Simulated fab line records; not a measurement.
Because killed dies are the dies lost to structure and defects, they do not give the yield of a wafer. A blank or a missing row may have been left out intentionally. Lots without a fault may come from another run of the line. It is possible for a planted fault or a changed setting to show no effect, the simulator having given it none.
fab line records	flow n5Finfet
record: lots: 5	wafers: 14	lastDay: 20
route steps=1938 shown FIN_SAQP@90 BEOL_M4@1111
lots that met no fault: taken from a fault-free run of the same line
startH: the number of hours between the record's first day and the start of the first shown wafer of the lot	waitH: hours since the lot's step before	" same as the row above	L1.1+2: several wafers, shown together as one row	- no value, or no start was given	* or withheld: withheld	< > ~ a bound
route shown NAME@n: names a module that has steps shown in the file, with the first one's number in the route	usual: mean and standard deviation over wafers with no fault	same: alike in all rows	chamber/n: place in a boat	sites: the reading at each site	_std_site: how widely they spread, as a standard deviation	_edge_site: inner sites' mean taken away from outer sites' mean	radiusMm: for every site, how far away it sits from the centre of the wafer	mask NAME#n: copy n	behind: tool/chamber where the wafer was last shaped	hold: reason for holding the lot/hours on hold/outcome of the hold	device: the transistor (n, p or np) that didn't switch	end of line: the tests these same wafers got at the end of their route	step lacking rows: just its recipe	killed: dies lost to structure and defects at the first sort, not the wafer's yield	map: a wafer's dies, x killed, . not, _ none there
set.NAME: the setting as run; set.NAME@STEP: as run at that earlier step	model.NAME: the simulator's own value behind a step, which no gauge read
lots seen at some steps along the route; tables by step, rows by wafer
services: when a tool's chamber went out of use (startH, in hours from the record's first day, below 0 if earlier), for how many hours, and the reason
== steps ==
step: N5_FIN_SAQP_PRECLEAN_42
recipe: chemistry: O3/DIW	timeS: 60	tempC: 22	o3Ppm: 10
step: N5_FIN_SAQP_PRECLEAN_00
recipe: chemistry: SC1	timeS: 60	tempC: 55	mix: 1:2:50
step: N5_FIN_SAQP_PRECLEAN_44
recipe: chemistry: SC2	timeS: 45	tempC: 35	mix: 1:1:50
step: N5_FIN_SAQP_SRD_01
recipe: dry: ipaMarangoni	timeS: 30	tempC: 23	rinseLiquid: diw
step: N5_FIN_SAQP_ALD_61
recipe: material: SiO2	targetThkA: 40	tempC: 300	aldPrecursorFamily: BDEAS	aldCoReactant: O2-plasma	pulseTimeS: 1	purgeTimeS: 2	coReactantPurgeTimeS: 2	aldCycles: 43	pressureTorr: 2
step: N5_FIN_SAQP_DENSIFY_62
recipe: tempC: 700	timeS: 60	ambient: N2	idleTempC: 600	rampUpCPerS: 150	rampDownCPerS: 60	coolToC: 600
step: N5_FIN_SAQP_HM_DEP_03
recipe: material: SiNx	targetThkA: 380	tempC: 400	precursor: SiH4/NH3/N2	pressureTorr: 1.5	rfW: 300	timeS: 33.6
usual: heaterPowerW: 734/77	showerheadPlenumPTorr: 5.12/0.081	throttleValvePct: 40.2/2.3
same: timeS: 33.6
lot.wafer	tool	chamber	startH	waitH	heaterPowerW	showerheadPlenumPTorr	throttleValvePct
L796.2	pecvd-02	0	22.24	0.2	789	5.02	41.9
L796.4	"	1	"	"	740	5.25	43.5
L796.6	"	0	"	"	772	5.04	41.9
L802.2	pecvd-03	1	58.20	0.2	796	5.05	40.1
L802.4	"	2	"	"	695	5.06	38.0
L802.6	"	1	"	"	816	5.03	39.7
L805.1	pecvd-02	2	75.43	0.2	913	5.20	37.6
L805.2	"	1	"	"	679	5.24	43.1
L805.6	"	0	"	"	778	5.04	42.0
L808.1	pecvd-02	0	93.26	0.2	691	5.04	41.7
L808.5	"	2	"	"	898	5.20	38.1
L808.6	"	0	"	"	704	5.05	42.2
L818.1	pecvd-03	2	154.28	0.2	711	5.07	38.5
L818.5	"	2	"	"	696	5.07	38.5
step: N5_FIN_SAQP_THK_MEAS_05
usual: thkNm: 38.0/0.47
lot.wafer	tool	chamber	startH	waitH	thkNm
L796.2	filmMetro-02	-	22.33	0.1	38.1
L796.4	"	-	"	"	38.1
L796.6	"	-	"	"	38.1
L802.2	filmMetro-02	-	58.29	0.1	37.7
L802.4	"	-	"	"	38.6
L802.6	"	-	"	"	38.1
L805.1	filmMetro-01	-	75.51	0.1	38.0
L805.2	"	-	"	"	37.7
L805.6	"	-	"	"	38.6
L808.1	filmMetro-01	-	93.34	0.1	37.5
L808.5	"	-	"	"	38.2
L808.6	"	-	"	"	38.4
L818.1	filmMetro-01	-	154.36	0.1	38.2
L818.5	"	-	"	"	38.5
step: N5_FIN_SAQP_PECVD_47
recipe: material: a-Si	targetThkA: 450	tempC: 400	precursor: SiH4/He	pressureTorr: 3	rfW: 100	timeS: 36.3
step: N5_FIN_SAQP_PECVD_48
recipe: material: SiNx	targetThkA: 250	tempC: 400	precursor: SiH4/NH3/N2	pressureTorr: 1.5	rfW: 300	timeS: 22.1
step: N5_FIN_SAQP_PECVD_06
recipe: material: a-Si	targetThkA: 600	tempC: 400	precursor: SiH4/He	pressureTorr: 3	rfW: 100	timeS: 48.1
usual: heaterPowerW: 793/67	showerheadPlenumPTorr: 5.65/0.05	throttleValvePct: 18.1/1
same: timeS: 48.1
lot.wafer	tool	chamber	startH	waitH	heaterPowerW	showerheadPlenumPTorr	throttleValvePct
L796.2	pecvd-04	1	22.48	0.0	744	5.68	17.7
L796.4	"	1	"	"	734	5.65	17.3
L796.6	"	1	"	"	727	5.67	17.7
L802.2	pecvd-04	1	58.41	0.0	807	5.67	17.6
L802.4	"	1	"	"	809	5.68	17.2
L802.6	"	0	"	"	807	5.71	19.5
L805.1	pecvd-03	1	75.63	0.0	854	5.58	18.3
L805.2	"	2	"	"	700	5.62	17.4
L805.6	"	0	"	"	737	5.58	17.9
L808.1	pecvd-04	2	93.46	0.0	789	5.63	17.1
L808.5	"	2	"	"	790	5.62	16.6
L808.6	"	0	"	"	705	5.71	19.7
L818.1	pecvd-04	1	154.48	0.0	854	5.67	17.6
L818.5	"	0	"	"	749	5.70	20.0
step: N5_FIN_SAQP_THK_MEAS_07
usual: thkNm: 60.3/0.75
lot.wafer	tool	chamber	startH	waitH	thkNm
L796.2	filmMetro-02	-	22.60	0.1	60.2
L796.4	"	-	"	"	60.1
L796.6	"	-	"	"	59.9
L802.2	filmMetro-02	-	58.50	0.1	60.7
L802.4	"	-	"	"	62.7
L802.6	"	-	"	"	61.0
L805.1	filmMetro-01	-	75.72	0.1	59.6
L805.2	"	-	"	"	59.0
L805.6	"	-	"	"	61.3
L808.1	filmMetro-02	-	93.55	0.1	60.5
L808.5	"	-	"	"	60.5
L808.6	"	-	"	"	60.5
L818.1	filmMetro-01	-	154.57	0.1	58.9
L818.5	"	-	"	"	60.2
step: N5_FIN_SAQP_HM_DEP_72
recipe: material: SiO2	targetThkA: 120	tempC: 400	precursor: SiH4/N2O	pressureTorr: 0.75	rfW: 275	timeS: 7.2
usual: heaterPowerW: 754/80	showerheadPlenumPTorr: 8.10/0.16
lot.wafer	tool	chamber	startH	waitH	heaterPowerW	showerheadPlenumPTorr	model.SiO2_of_FIN_SAQP_HM_DEP_72.thkNm
L796.2	pecvd-02	1	22.64	0.0	714	8.36	12.19
L796.4	"	1	"	"	709	8.35	12.4
L796.6	"	2	"	"	908	8.27	12.22
L802.2	pecvd-04	0	58.54	0.0	784	8.24	12.11
L802.4	"	2	"	"	682	8.02	12.14
L802.6	"	0	"	"	761	8.24	12.22
L805.1	pecvd-04	0	75.76	0.0	754	8.24	11.69
L805.2	"	1	"	"	737	8.15	11.87
L805.6	"	1	"	"	752	8.13	12.01
L808.1	pecvd-03	2	93.59	0.0	722	8.00	11.93
L808.5	"	1	"	"	801	7.96	11.89
L808.6	"	0	"	"	687	7.90	12.08
L818.1	pecvd-02	1	154.61	0.0	730	8.37	16.09
L818.5	"	2	"	"	955	8.28	11.76
step: N5_FIN_SAQP_COAT_49
recipe: resist: SOC	tempC: 250	timeS: 60	spinRpm: 1500	resistThkNm: 100
step: N5_FIN_SAQP_COAT_50
recipe: resist: SiARC	tempC: 220	timeS: 60	spinRpm: 1500	resistThkNm: 35
step: N5_FIN_SAQP_COAT_10
recipe: resist: CAR-ArF	spinRpm: 1500	resistThkNm: 90
step: N5_FIN_SAQP_EBR_12
recipe: solvent: PGMEA	ebrWidthMm: 1.5
step: N5_FIN_SAQP_SOFTBAKE_11
recipe: tempC: 110	timeS: 60	resist: CAR-ArF
step: N5_FIN_SAQP_EXPOSE_13
recipe: maskId: FIN_CORE	na: 1.35	sourceShape: dipole	sigmaInner: 0.538	sigmaOuter: 0.738	polarization: te	targetCdNm: 35.6	doseMj: 63.25
step: N5_FIN_SAQP_PEB_14
recipe: pebTempC: withheld	pebTimeS: 60	resist: CAR-ArF
step: N5_FIN_SAQP_DEVELOP_15
recipe: developTimeS: 30	developer: TMAH	resist: CAR-ArF	devTempC: 23	rinseLiquid: diw	dry: airSpin
step: N5_FIN_SAQP_CD_MEAS_16
recipe: targetCdNm: 35.6	landingEnergyEv: 500	detector: seInlens
usual: cdNm: 35.7/0.32
same: landingEnergyEv: 500
lot.wafer	tool	chamber	startH	waitH	cdNm
L796.2	cdSem-03	0	23.09	-	35.6
L796.4	"	0	"	"	35.4
L796.6	"	0	"	"	35.5
L802.2	cdSem-01	0	58.98	-	35.5
L802.4	"	0	"	"	35.7
L802.6	"	0	"	"	36.0
L805.1	cdSem-03	0	76.08	-	35.5
L805.2	"	0	"	"	35.9
L805.6	"	0	"	"	35.8
L808.1	cdSem-03	0	93.91	-	35.8
L808.5	"	0	"	"	35.6
L808.6	"	0	"	"	35.8
L818.1	cdSem-03	0	154.93	-	35.5
L818.5	"	0	"	"	35.5
step: N5_FIN_SAQP_OVL_MEAS_17
recipe: pointsPerWafer: 44
usual: FIN_CORE_OVL: -0.2/0.76
lot.wafer	tool	chamber	startH	waitH	FIN_CORE_OVL[nm]
L796.2	overlay-01	0	23.13	0.0	-0.1
L796.4	"	0	"	"	2.0
L796.6	"	0	"	"	0.3
L802.2	overlay-02	0	59.02	0.0	-0.2
L802.4	"	0	"	"	-1.2
L802.6	"	0	"	"	-0.4
L805.1	overlay-01	0	76.12	0.0	-0.2
L805.2	"	0	"	"	-1.3
L805.6	"	0	"	"	-1.7
L808.1	overlay-02	0	93.95	0.0	-0.5
L808.5	"	0	"	"	0.6
L808.6	"	0	"	"	0.1
L818.1	overlay-02	0	154.97	0.0	0.5
L818.5	"	0	"	"	-0.5
step: N5_FIN_SAQP_INSPECT_18
recipe: mode: adi	inspectInstrument: brightfield
usual: rawDefectCount: 399/110
lot.wafer	tool	chamber	startH	waitH	rawDefectCount
L796.2	defectInspect-01	-	23.15	0.0	330
L796.4	"	-	"	"	375
L796.6	"	-	"	"	247
L802.2	defectInspect-02	-	59.05	0.0	473
L802.4	"	-	"	"	334
L802.6	"	-	"	"	343
L805.1	defectInspect-02	-	76.14	0.0	484
L805.2	"	-	"	"	384
L805.6	"	-	"	"	311
L808.1	defectInspect-01	-	93.97	0.0	537
L808.5	"	-	"	"	488
L808.6	"	-	"	"	685
L818.1	defectInspect-01	-	154.99	0.0	499
L818.5	"	-	"	"	465
step: N5_FIN_SAQP_DESCUM_21
recipe: chemistry: O2	timeS: 7.9	sourcePowerW: 50	biasPowerW: 20	pressureMtorr: 20	rfFrequencyHz: 2.712e+07	tempC: 40	resist: CAR-ArF	o2FlowSccm: 225
usual: drypumpMotorCurrentA: 5.9/0.52	oesProductAu: 0.80/0.073	rfVppV: 243.6/1.3	showerheadPlenumPTorr: 2.12/0.056	throttleValvePct: 20.49/0.17
same: timeS: 7.9
lot.wafer	tool	chamber	startH	waitH	drypumpMotorCurrentA	oesProductAu	rfHoursCounterH	rfVppV	showerheadPlenumPTorr	throttleValvePct
L796.2	rieDiel-04	3	23.18	0.0	5.5	0.68	220	246.5	2.15	20.51
L796.4	"	1	"	"	6.3	0.72	204	244.1	2.07	20.51
L796.6	"	0	"	"	6.2	0.71	-	244.0	2.16	20.47
L802.2	rieDiel-04	0	59.08	0.0	6.2	0.70	214	246.5	2.16	20.51
L802.4	"	3	"	"	5.5	0.67	236	243.8	2.14	20.56
L802.6	"	1	"	"	6.2	0.71	-	242.3	2.06	20.52
L805.1	rieDiel-01	2	76.94	0.8	4.9	0.72	207	243.3	2.16	20.34
L805.2	"	1	"	"	5.6	0.79	132	242.5	2.11	20.62
L805.6	"	3	"	"	5.2	0.81	-	242.7	2.11	20.66
L808.1	rieDiel-05	0	94.01	0.0	5.7	0.86	47	244.2	2.22	20.48
L808.5	"	1	"	"	6.6	0.81	-	243.9	2.11	20.25
L808.6	"	2	"	"	6.1	0.75	-	243.8	2.18	20.71
L818.1	rieDiel-05	1	155.12	0.1	6.6	0.80	134	244.0	2.10	20.27
L818.5	"	3	"	"	6.0	0.83	-	244.4	2.03	20.59
step: N5_FIN_SAQP_ETCH_51
recipe: chemistry: CF4	target: SiARC	targetDepthA: 455	maskMaterial: CAR-ArF	timeS: 75.8	ionEnergyEv: 80	pressureMtorr: 40	sourceW: 545	biasW: 36	Ar_flow_sccm: 100	cf4FlowSccm: 100	ends: cleared
usual: drypumpMotorCurrentA: 5.9/0.52	etchRfOnTimeS: 75.8/0.97	oesProductAu: 0.68/0.062	rfVppV: 184.4/1	showerheadPlenumPTorr: 2.17/0.054	throttleValvePct: 15.66/0.16
lot.wafer	tool	chamber	startH	waitH	drypumpMotorCurrentA	etchRfOnTimeS	oesProductAu	rfHoursCounterH	rfVppV	showerheadPlenumPTorr	throttleValvePct
L796.2	rieDiel-04	3	23.22	0.0	5.5	76.8	0.58	220	185.2	2.21	15.84
L796.4	"	1	"	"	6.2	76.6	0.60	204	185.3	2.12	15.75
L796.6	"	0	"	"	6.2	77.2	0.61	-	185.2	2.21	15.70
L802.2	rieDiel-04	0	59.11	0.0	6.2	76.5	0.60	214	184.7	2.20	15.74
L802.4	"	3	"	"	5.5	77.2	0.58	236	184.4	2.21	15.88
L802.6	"	1	"	"	6.2	76.2	0.60	-	184.2	2.12	15.79
L805.1	rieDiel-01	2	76.97	0.0	5.0	76.8	0.61	207	185.2	2.21	15.58
L805.2	"	1	"	"	5.6	74.4	0.68	132	183.6	2.15	15.73
L805.6	"	3	"	"	5.2	74.4	0.70	-	185.0	2.16	15.79
L808.1	rieDiel-05	0	94.04	0.0	5.7	76.5	0.72	47	185.4	2.27	15.62
L808.5	"	1	"	"	6.6	75.5	0.68	-	182.8	2.15	15.42
L808.6	"	2	"	"	6.0	75.6	0.64	-	186.1	2.21	15.86
L818.1	rieDiel-05	1	155.15	0.0	6.6	76.2	0.66	134	185.0	2.15	15.46
L818.5	"	3	"	"	6.0	76.6	0.71	-	182.2	2.08	15.74
step: N5_FIN_SAQP_ETCH_52
recipe: chemistry: N2/H2	target: SOC	targetDepthA: 1000	overetchA: 200	maskMaterial: SiARC	tempC: 40	timeS: 150	ionEnergyEv: 200	pressureMtorr: 30	sourceW: 840	biasW: 150	n2FlowSccm: 200	h2FlowSccm: 200	ends: endPoint
usual: drypumpMotorCurrentA: 5.9/0.52	h2FlowSccm: 200.0/0.66	oesProductAu: 0.71/0.063	rfVppV: 524.7/2	showerheadPlenumPTorr: 2.57/0.069	throttleValvePct: 17.90/0.15
lot.wafer	tool	chamber	startH	waitH	drypumpMotorCurrentA	h2FlowSccm	oesProductAu	rfHoursCounterH	rfVppV	showerheadPlenumPTorr	throttleValvePct
L796.2	rieDiel-04	3	23.27	0.0	5.5	201.0	0.62	220	526.4	2.63	18.08
L796.4	"	1	"	"	6.3	200.6	0.64	204	523.7	2.52	17.95
L796.6	"	0	"	"	6.2	200.4	0.65	-	524.7	2.63	17.87
L802.2	rieDiel-04	0	59.17	0.0	6.2	200.0	0.63	214	525.2	2.62	17.93
L802.4	"	3	"	"	5.5	200.2	0.61	236	525.7	2.62	18.12
L802.6	"	1	"	"	6.2	198.9	0.63	-	523.4	2.51	17.96
L805.1	rieDiel-01	2	77.03	0.0	5.0	199.8	0.64	207	527.6	2.62	17.68
L805.2	"	1	"	"	5.7	200.6	0.71	132	524.2	2.55	17.99
L805.6	"	3	"	"	5.2	200.2	0.72	-	522.2	2.58	18.06
L808.1	rieDiel-05	0	94.10	0.0	5.7	201.4	0.77	47	527.0	2.70	17.94
L808.5	"	1	"	"	6.6	199.8	0.72	-	524.3	2.56	17.74
L808.6	"	2	"	"	6.0	198.9	0.67	-	526.8	2.64	18.08
L818.1	rieDiel-05	1	155.21	0.0	6.6	200.6	0.70	134	523.8	2.56	17.78
L818.5	"	3	"	"	6.0	201.0	0.73	-	522.7	2.46	17.91
step: N5_FIN_SAQP_STRIP_53
recipe: chemistry: N2/H2	tempC: 40	n2FlowSccm: 200	h2FlowSccm: 200	rfFrequencyHz: 6e+07
step: N5_FIN_SAQP_HM_OPEN_73
recipe: chemistry: CHF3/O2	target: SiO2	stopOn: a-Si	targetDepthA: 120	overEtchFrac: 1.8	maskMaterial: SOC	timeS: 16.8	pressureMtorr: 30	sourceW: 650	biasW: 170	Ar_flow_sccm: 200	CHF3_flow_sccm: 50	O2_flow_sccm: 5	ionEnergyEv: 200	ends: endPoint
usual: drypumpMotorCurrentA: 5.9/0.52	oesProductAu: 0.48/0.042	rfVppV: 525/5.8	showerheadPlenumPTorr: 2.44/0.06	throttleValvePct: 18.90/0.15
lot.wafer	tool	chamber	startH	waitH	drypumpMotorCurrentA	oesProductAu	rfHoursCounterH	rfVppV	showerheadPlenumPTorr	throttleValvePct	model.etch.depthNm
L796.2	rieDiel-04	3	23.38	0.0	5.5	0.41	220	529	2.49	19.00	12.19
L796.4	"	1	"	"	6.2	0.43	204	526	2.39	18.96	12.4
L796.6	"	0	"	"	6.2	0.43	-	531	2.49	18.90	12.22
L802.2	rieDiel-04	0	59.28	0.0	6.2	0.43	214	531	2.48	18.91	12.11
L802.4	"	3	"	"	5.5	0.41	236	527	2.48	19.04	12.14
L802.6	"	1	"	"	6.2	0.42	-	528	2.38	18.98	12.22
L805.1	rieDiel-01	2	77.13	0.0	5.0	0.43	207	536	2.49	18.77	11.69
L805.2	"	1	"	"	5.6	0.48	132	521	2.42	18.93	11.87
L805.6	"	3	"	"	5.2	0.48	-	517	2.43	19.03	12.01
L808.1	rieDiel-05	0	94.21	0.0	5.7	0.51	47	529	2.55	18.89	11.93
L808.5	"	1	"	"	6.6	0.48	-	520	2.42	18.66	11.89
L808.6	"	2	"	"	6.1	0.45	-	524	2.49	19.07	12.08
L818.1	rieDiel-05	1	155.32	0.0	6.6	0.53	134	519	2.42	18.69	16.09
L818.5	"	3	"	"	6.0	0.49	-	522	2.34	19.01	11.76
step: N5_FIN_SAQP_STRIP_74
recipe: chemistry: CHF3/O2	resist: SiARC	rfFrequencyHz: 6e+07
step: N5_BEOL_M4_RC_MEAS_101
usual: DIBL_N: 36.6/1.3	DIBL_P: 36.4/1.4	IOFF_N: 0.167/0.023	IOFF_P: 0.219/0.029	ION_N: 678/8.7	ION_P: 464/6.4	SS_N: 71.5/0.53	SS_P: 73.4/0.57	VT_N: 248.5/2.8	VT_P: -249/3.1
lot.wafer	tool	chamber	startH	waitH	DIBL_N[mV/V]	DIBL_P[mV/V]	IOFF_N[nA/um]	IOFF_P[nA/um]	ION_N[uA/um]	ION_P[uA/um]	SS_N[mV/dec]	SS_P[mV/dec]	VT_N[mV]	VT_P[mV]
L796.2	prober-01	0	185.34	0.2	35.0	34.2	0.146	0.178	678	458	70.6	72.8	248.1	-253
L796.4	"	0	"	"	35.9	35.7	0.161	0.206	684	465	71.0	73.3	246.9	-250
L796.6	"	0	"	"	36.5	35.7	0.169	0.199	686	461	71.4	72.8	247.2	-250
L802.2	prober-02	0	226.67	0.2	38.3	38.0	0.181	0.236	682	475	71.9	73.5	247.6	-247
L802.4	"	0	"	"	39.1	39.0	0.211	0.270	704	481	71.8	73.0	243.3	-246
L802.6	"	0	"	"	38.8	38.6	0.201	0.251	690	470	71.6	73.9	244.8	-250
L808.1	prober-02	0	290.03	0.0	36.1	35.5	0.155	0.207	679	468	71.2	72.8	248.7	-248
L808.5	"	0	"	"	35.5	34.5	0.146	0.200	679	470	71.1	72.5	252.4	-252
L808.6	"	0	"	"	34.8	33.7	0.133	0.187	669	464	70.7	72.7	250.2	-251
L805.1	prober-01	0	300.00	0.0	36.7	38.2	0.209	0.269	681	470	71.9	73.9	245.7	-246
L805.2	"	0	"	"	36.2	37.5	0.190	0.247	682	466	71.6	73.7	246.2	-246
L805.6	"	0	"	"	37.3	39.1	0.214	0.276	679	467	72.0	74.4	246.3	-247
L818.1	prober-01	0	358.31	0.0	37.9	37.2	0.210	0.253	697	470	72.1	74.1	243.8	-247
L818.5	"	0	"	"	38.7	38.6	0.219	0.272	696	470	71.8	74.6	242.8	-247
== services ==
tool	chamber	startH	hours	kind
pecvd-03	1	4.71	5.5	scheduledDown
rieDiel-01	2	7.11	1.4	repair
pecvd-03	0	13.62	2.1	scheduledDown
pecvd-04	2	21.18	-	clean
pecvd-04	2	21.18	-	consumableReplace:showerhead
pecvd-04	2	21.18	29.0	scheduledDown
pecvd-04	2	21.18	29.0	ventCycle
pecvd-02	2	28.41	9.7	repair
rieDiel-01	-	31.91	2.8	pm
pecvd-03	2	51.03	6.6	repair
pecvd-04	-	54.74	2.2	repair
pecvd-02	-	57.39	1.4	repair
rieDiel-04	1	61.26	8.9	repair
rieDiel-04	3	101.78	-	clean
rieDiel-04	3	101.78	-	consumableReplace:focusRing
rieDiel-04	3	101.78	28.4	scheduledDown
rieDiel-04	3	101.78	28.4	ventCycle
pecvd-03	1	111.16	5.0	scheduledDown
rieDiel-04	-	119.54	2.3	repair
pecvd-04	0	122.62	2.1	scheduledDown
pecvd-04	-	125.78	0.8	pm
rieDiel-05	-	132.88	14.6	pm
pecvd-02	-	139.06	14.6	pm
== key ==
firstSign none at tools or gauges
modelEffect: step: N5_FIN_SAQP_HM_DEP_72	value: SiO2_of_FIN_SAQP_HM_DEP_72.thkNm	without: 11.46	struck: 16.09
modelEffect: step: N5_FIN_SAQP_HM_OPEN_73	value: etch.depthNm	without: 11.46	struck: 16.09
metAt N5_FIN_SAQP_HM_DEP_72
struckWafers L818.1
onsetBetween 22.64 154.61
fault: kind: processParameterDrift	tool: pecvd-02	chamber: -	onsetH: 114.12	steps: N5_FIN_SAQP_HM_DEP_72	channel: timeS	offset: *	shape: step	endH: 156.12	scope: struckWafersOnly	actsIn: *	stated: *
